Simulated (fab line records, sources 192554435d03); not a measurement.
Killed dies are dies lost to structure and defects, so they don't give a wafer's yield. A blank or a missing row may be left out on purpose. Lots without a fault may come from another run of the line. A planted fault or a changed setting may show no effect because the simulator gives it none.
fab line records | flow n5_finfet
record lots=7 wafers=21 last_day=17
route steps=1938 shown TV_OPEN@1889 PAD_METAL@1893 PASSIVATION@1897
lots that met no fault: from a run of the same line without faults
start_h: hours from the record's first day to the start of the lot's first wafer shown | wait_h: hours since the lot's step before | " the same as in the row above | L1.1+2: a row that stands for several wafers | - no value, or no start given | * or withheld: withheld | < > ~ a bound
route shown NAME@n: a module of which the file shows steps, and the number in the route of the first | usual: mean/standard deviation of fault-free wafers | same: alike in all rows | chamber/n: place in a boat | sites: the reading at each site | _std_site: their standard deviation | _edge_site: outer sites' mean less inner sites' | radius_mm: how far each site lies from the wafer's centre | mask NAME#n: copy n | behind: the tool/chamber that last shaped the wafer | hold: why the lot was held/for how many hours/how that ended | device: the transistor (n, p or np) that didn't switch | end of line: the same wafers' tests at the end of the route | a step without rows: its recipe alone | killed: dies lost to structure and defects at the first sort, not the wafer's yield | map: a wafer's dies, x killed, . not, _ none there
set.NAME: the setting as run; set.NAME@STEP: as run at that earlier step | model.NAME: the simulator's own value behind a step, which no gauge read
lots at some steps of the route; a table a step, a row a wafer
services: from which hour (start_h, from the record's first day; less than 0 if before it) a tool's chamber was out of use, for how many hours, and why
## steps
# step N5_PASSIVATION_STRIP_14
# recipe chemistry=O2 power_w=600 temp_c=60 pressure_mtorr=30 rf_frequency_hz=6e+07 bias_power_w=0 overash_fraction=0.5 o2_flow_sccm=225
# step N5_PASSIVATION_ETCH_15
# recipe chemistry=CF4/N2 target=SiCN target_depth_a=750 taper_deg=2 time_s=81.2 ion_energy_ev=150 mask_material=SiNx pressure_mtorr=40 source_w=430 bias_w=70 Ar_flow_sccm=100 cf4_flow_sccm=60 n2_flow_sccm=60
# usual drypump_motor_current_A=6.0/0.49 oes_product_au=0.80/0.071 rf_vpp_V=381.9/1.6 showerhead_plenum_p_Torr=2.19/0.057 throttle_valve_pct=15.38/0.27
# columns lot.wafer tool chamber start_h wait_h drypump_motor_current_A oes_product_au rf_hours_counter_h rf_vpp_V showerhead_plenum_p_Torr throttle_valve_pct
L199.1 rie_diel-02 1 - - 6.7 0.76 122 382.4 2.21 15.27
L199.3 " 2 " " 6.1 0.89 26 382.1 2.17 15.41
L199.6 " 2 " " 6.1 0.89 - 381.1 2.18 15.41
L206.1 rie_diel-06 2 - - 5.3 0.71 202 380.6 2.20 15.88
L206.2 " 0 " " 6.0 0.81 118 382.9 2.23 15.71
L206.5 " 3 " " 5.4 0.83 - 385.1 2.32 15.22
L209.1 rie_diel-02 2 - - 6.1 0.86 40 382.0 2.17 15.45
L209.5 " 3 " " 5.3 0.79 - 380.7 2.14 15.35
L209.6 " 2 " " 6.1 0.86 - 382.9 2.17 15.43
L210.2 rie_diel-02 1 - - 6.7 0.75 141 382.9 2.21 15.31
L210.3 " 2 " " 6.2 0.87 46 382.0 2.17 15.43
L210.6 " 1 " " 6.7 0.75 - 382.6 2.21 15.31
L211.3 rie_diel-02 3 - - 5.2 0.80 105 381.3 2.14 15.35
L211.4 " 1 " " 6.6 0.75 143 381.4 2.20 15.30
L211.5 " 2 " " 6.1 0.86 - 382.5 2.17 15.44
L221.1 rie_diel-06 0 - - 6.0 0.77 142 382.6 2.22 15.77
L221.3 " 2 " " 5.4 0.68 227 381.6 2.19 15.94
L221.5 " 1 " " 5.5 0.86 - 381.7 2.15 15.32
L220.3 rie_diel-03 0 - - 6.2 0.85 72 380.7 2.13 14.96
L220.4 " 3 " " 5.7 0.87 30 384.1 2.25 15.32
L220.6 " 2 " " 6.6 0.81 - 382.6 2.22 15.31
# step N5_PASSIVATION_STRIP_73
# recipe chemistry=post_etch_residue_remover time_s=60 temp_c=25 remover_ph=withheld remover_water_wt_pct=withheld remover_fluoride_wt_pct=withheld
# step N5_PASSIVATION_SRD_17
# recipe time_s=30 temp_c=23 rinse_liquid=diw dry=n2_spin spin_rpm=1500 dry_time_s=30
# step N5_PASSIVATION_DEGAS_18
# recipe ambient=vacuum temp_c=300 time_s=60
# usual heater_power_w=449/36 susceptor_temp_C=300.00/0.17
# columns lot.wafer tool chamber start_h wait_h heater_power_w susceptor_temp_C
L199.1 pvd_sputter-02 - 283.57 0.8 430 299.96
L199.3 " - " " 445 299.84
L199.6 " - " " 427 300.08
L206.1 pvd_sputter-03 - 311.73 0.3 448 300.25
L206.2 " - " " 411 299.86
L206.5 " - " " 416 299.76
L209.1 pvd_sputter-03 - 322.71 0.4 447 299.96
L209.5 " - " " 396 300.25
L209.6 " - " " 444 299.92
L210.2 pvd_sputter-03 - 343.08 0.5 411 300.31
L210.3 " - " " 431 300.10
L210.6 " - " " 429 299.91
L211.3 pvd_sputter-02 - 351.54 0.9 415 300.12
L211.4 " - " " 437 299.70
L211.5 " - " " 483 299.57
L221.1 pvd_sputter-02 - 407.98 0.4 434 299.72
L221.3 " - " " 509 299.89
L221.5 " - " " 417 299.80
L220.3 pvd_sputter-02 - 408.72 0.4 478 299.94
L220.4 " - " " 420 299.93
L220.6 " - " " 441 300.21
# step N5_PASSIVATION_PRE_CLEAN_19
# recipe gas=H2/He time_s=* temp_c=*
# usual heater_power_w=449/36 susceptor_temp_C=*
# columns lot.wafer tool chamber start_h wait_h heater_power_w susceptor_temp_C
L199.1 pvd_sputter-02 - 283.61 0.0 421 *
L199.3 " - " " 434 *
L199.6 " - " " 428 *
L206.1 pvd_sputter-03 - 311.77 0.0 450 *
L206.2 " - " " 444 *
L206.5 " - " " 411 *
L209.1 pvd_sputter-03 - 322.75 0.0 434 *
L209.5 " - " " 397 *
L209.6 " - " " 446 *
L210.2 pvd_sputter-03 - 343.12 0.0 408 *
L210.3 " - " " 435 *
L210.6 " - " " 424 *
L211.3 pvd_sputter-02 - 351.58 0.0 430 *
L211.4 " - " " 435 *
L211.5 " - " " 478 *
L221.1 pvd_sputter-02 - 408.02 0.0 421 *
L221.3 " - " " 522 *
L221.5 " - " " 420 *
L220.3 pvd_sputter-02 - 408.76 0.0 475 *
L220.4 " - " " 430 *
L220.6 " - " " 433 *
# step N5_PASSIVATION_SPUTTER_20
# recipe material=TaN target_thk_a=500 temp_c=25 chamber_pressure_pa=0.4
# usual susceptor_temp_C=25.00/0.11 throttle_valve_pct=29.6/0.94
# columns lot.wafer tool chamber start_h wait_h susceptor_temp_C throttle_valve_pct
L199.1 pvd_sputter-02 - 283.65 0.0 24.97 31.0
L199.3 " - " " 25.03 29.7
L199.6 " - " " 24.97 31.0
L206.1 pvd_sputter-03 - 311.81 0.0 24.80 29.6
L206.2 " - " " 25.13 30.1
L206.5 " - " " 25.22 30.1
L209.1 pvd_sputter-03 - 322.79 0.0 24.80 30.0
L209.5 " - " " 25.13 29.9
L209.6 " - " " 25.01 30.0
L210.2 pvd_sputter-03 - 343.16 0.0 25.00 30.2
L210.3 " - " " 25.17 28.9
L210.6 " - " " 24.87 28.8
L211.3 pvd_sputter-02 - 351.62 0.0 24.85 31.2
L211.4 " - " " 25.01 29.8
L211.5 " - " " 25.10 29.5
L221.1 pvd_sputter-02 - 408.06 0.0 25.06 29.5
L221.3 " - " " 25.04 27.5
L221.5 " - " " 25.09 30.9
L220.3 pvd_sputter-02 - 408.80 0.0 25.04 29.3
L220.4 " - " " 24.87 31.0
L220.6 " - " " 24.86 29.7
# step N5_PASSIVATION_AL_DEP_21
# recipe material=Al target_thk_a=28000 temp_c=400 time_s=170 power_w=30000 chamber_pressure_pa=0.4 gas=Ar
# usual cathode_dc_power_W=30000/5.2 susceptor_temp_C=400.03/0.2 throttle_valve_pct=29.6/0.92
# columns lot.wafer tool chamber start_h wait_h cathode_dc_power_W susceptor_temp_C throttle_valve_pct
L199.1 pvd_sputter-02 - 283.75 0.1 30015 400.21 30.8
L199.3 " - " " 30002 400.24 29.5
L199.6 " - " " 29997 399.97 31.0
L206.1 pvd_sputter-03 - 311.91 0.1 29997 399.66 29.7
L206.2 " - " " 30004 399.85 30.0
L206.5 " - " " 30006 400.32 30.2
L209.1 pvd_sputter-03 - 322.89 0.1 29997 399.81 29.8
L209.5 " - " " 29999 399.91 30.0
L209.6 " - " " 30003 400.31 29.9
L210.2 pvd_sputter-03 - 343.26 0.1 29999 399.94 30.2
L210.3 " - " " 29997 399.67 28.5
L210.6 " - " " 29998 400.10 28.8
L211.3 pvd_sputter-02 - 351.72 0.1 30009 400.07 30.9
L211.4 " - " " 29992 400.18 29.6
L211.5 " - " " 29996 399.95 29.7
L221.1 pvd_sputter-02 - 408.16 0.1 30009 399.98 29.4
L221.3 " - " " 30007 399.86 27.8
L221.5 " - " " 30004 399.82 31.0
L220.3 pvd_sputter-02 - 408.90 0.1 29997 400.37 29.9
L220.4 " - " " 29999 399.93 31.1
L220.6 " - " " 30000 399.88 29.4
# step N5_PASSIVATION_HMDS_23
# recipe time_s=60 temp_c=120
# step N5_PASSIVATION_COAT_24
# recipe spin_rpm=3000 resist_thk_nm=withheld
# step N5_PASSIVATION_EBR_26
# recipe solvent=PGMEA ebr_width_mm=1.5
# step N5_PASSIVATION_SOFTBAKE_25
# recipe temp_c=100 time_s=90
# step N5_PASSIVATION_EXPOSE_27
# recipe mask_id=PAD na=0.55 source_shape=conventional sigma_outer=0.8 polarization=unpolarized defocus_nm=0 dose_mj=32.3
# usual exposure_dose_mJ_cm2=32.30/0.031
# columns lot.wafer tool chamber start_h wait_h mask exposure_dose_mJ_cm2
L199.1 krf_scanner-02 0 284.18 - PAD#0 32.30
L199.3 " 0 " " PAD#0 32.31
L199.6 " 0 " " PAD#0 32.30
L206.1 krf_scanner-02 0 312.35 - PAD#0 32.34
L206.2 " 0 " " PAD#0 32.36
L206.5 " 0 " " PAD#0 32.30
L209.1 krf_scanner-02 0 323.31 - PAD#0 34.04
L209.5 " 0 " " PAD#0 34.07
L209.6 " 0 " " PAD#0 34.07
L210.2 krf_scanner-02 0 343.56 - PAD#0 34.06
L210.3 " 0 " " PAD#0 34.08
L210.6 " 0 " " PAD#0 34.05
L211.3 krf_scanner-02 0 352.03 - PAD#0 34.09
L211.4 " 0 " " PAD#0 34.06
L211.5 " 0 " " PAD#0 34.05
L221.1 krf_scanner-01 0 408.46 - PAD#0 32.33
L221.3 " 0 " " PAD#0 32.29
L221.5 " 0 " " PAD#0 32.27
L220.3 krf_scanner-01 0 409.21 - PAD#0 32.25
L220.4 " 0 " " PAD#0 32.30
L220.6 " 0 " " PAD#0 32.30
# step N5_PASSIVATION_PEB_28
# recipe peb_temp_c=withheld peb_time_s=*
# step N5_PASSIVATION_DEVELOP_29
# recipe develop_time_s=60 rinse_liquid=diw dry=air_spin dev_temp_c=21
# step N5_PASSIVATION_HARDBAKE_31
# recipe temp_c=130 time_s=120
# step N5_PASSIVATION_CD_MEAS_30
# recipe target_cd_nm=4000 landing_energy_ev=500 detector=se_inlens polarity=opening
# usual cd_nm=4000.4/2.9
# same landing_energy_ev=500
# columns lot.wafer tool chamber start_h wait_h cd_nm
L199.1 cd_sem-03 0 284.36 - 3997.8
L199.3 " 0 " " 4002.2
L199.6 " 0 " " 3999.2
L206.1 cd_sem-01 0 312.53 - 3999.3
L206.2 " 0 " " 4002.7
L206.5 " 0 " " 4001.2
L209.1 cd_sem-03 0 323.48 - 4012.5
L209.5 " 0 " " 4014.7
L209.6 " 0 " " 4016.2
L210.2 cd_sem-02 0 343.73 - 4012.9
L210.3 " 0 " " 4009.7
L210.6 " 0 " " 4007.7
L211.3 cd_sem-03 0 352.20 - 4012.6
L211.4 " 0 " " 4013.0
L211.5 " 0 " " 4009.9
L221.1 cd_sem-01 0 408.63 - 3997.8
L221.3 " 0 " " 4002.9
L221.5 " 0 " " 4005.2
L220.3 cd_sem-03 0 409.38 - 4001.6
L220.4 " 0 " " 4004.8
L220.6 " 0 " " 4000.2
# step N5_PASSIVATION_OVL_MEAS_63
# recipe points_per_wafer=44
# usual PAD_OVL=0/4.9
# columns lot.wafer tool chamber start_h wait_h PAD_OVL[nm]
L199.1 overlay-02 0 284.39 0.0 -11
L199.3 " 0 " " -2
L199.6 " 0 " " -8
L206.1 overlay-01 0 312.56 0.0 -1
L206.2 " 0 " " 5
L206.5 " 0 " " 6
L209.1 overlay-01 0 323.51 0.0 9
L209.5 " 0 " " 4
L209.6 " 0 " " -2
L210.2 overlay-02 0 343.76 0.0 1
L210.3 " 0 " " -12
L210.6 " 0 " " 1
L211.3 overlay-02 0 352.23 0.0 6
L211.4 " 0 " " -1
L211.5 " 0 " " 2
L221.1 overlay-01 0 408.66 0.0 6
L221.3 " 0 " " 3
L221.5 " 0 " " -2
L220.3 overlay-02 0 409.41 0.0 2
L220.4 " 0 " " 3
L220.6 " 0 " " -4
## services
# columns tool chamber start_h hours kind
rie_diel-06 1 268.83 5.7 repair
krf_scanner-02 0 285.72 - calibration
rie_diel-03 0 288.35 3.7 repair
krf_scanner-01 0 291.77 - calibration
rie_diel-03 3 298.09 - clean
rie_diel-03 3 298.09 - consumable_replace:focus_ring
krf_scanner-01 - 305.63 0.8 pm
rie_diel-02 0 307.50 - clean
rie_diel-02 0 307.50 - consumable_replace:focus_ring
rie_diel-02 0 307.50 16.1 scheduled_down
rie_diel-02 0 307.50 16.1 vent_cycle
krf_scanner-02 - 307.80 1.0 pm
krf_scanner-01 - 310.58 3.6 pm
krf_scanner-02 - 346.67 1.7 repair
krf_scanner-02 - 348.53 1.3 pm
rie_diel-06 - 351.47 2.8 pm
pvd_sputter-03 - 355.57 0.7 repair
krf_scanner-01 - 361.85 1.3 pm
pvd_sputter-02 - 365.16 1.1 repair
rie_diel-06 - 371.00 14.6 pm
krf_scanner-01 - 373.13 0.2 repair
rie_diel-02 0 376.49 31.0 repair
pvd_sputter-03 - 378.37 1.7 repair
krf_scanner-02 - 406.69 4.1 repair
## key
first_sign step=N5_PASSIVATION_EXPOSE_27 reading=exposure_dose_mJ_cm2 direction=up sigmas=58 usual=32.30 struck=34.06
effect step=N5_PASSIVATION_CD_MEAS_30 reading=cd_nm direction=up sigmas=4 usual=4000.4 struck=4012.1
met_at N5_PASSIVATION_EXPOSE_27
struck_wafers L209.1,L209.5,L209.6,L210.2,L210.3,L210.6,L211.3,L211.4,L211.5
onset_between 312.35 323.31
earlier_fault kind=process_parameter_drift tool=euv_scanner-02 chamber=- onset_h=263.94 steps=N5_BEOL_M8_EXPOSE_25 channel=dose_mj offset=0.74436 shape=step acts_in=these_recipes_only stated=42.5
earlier_fault kind=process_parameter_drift tool=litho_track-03 chamber=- onset_h=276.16 steps=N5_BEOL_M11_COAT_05 channel=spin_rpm offset=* shape=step acts_in=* stated=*
fault kind=process_parameter_drift tool=krf_scanner-02 chamber=- onset_h=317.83 steps=N5_PASSIVATION_EXPOSE_27 channel=dose_mj offset=1.7592 shape=step acts_in=these_recipes_only stated=32.3
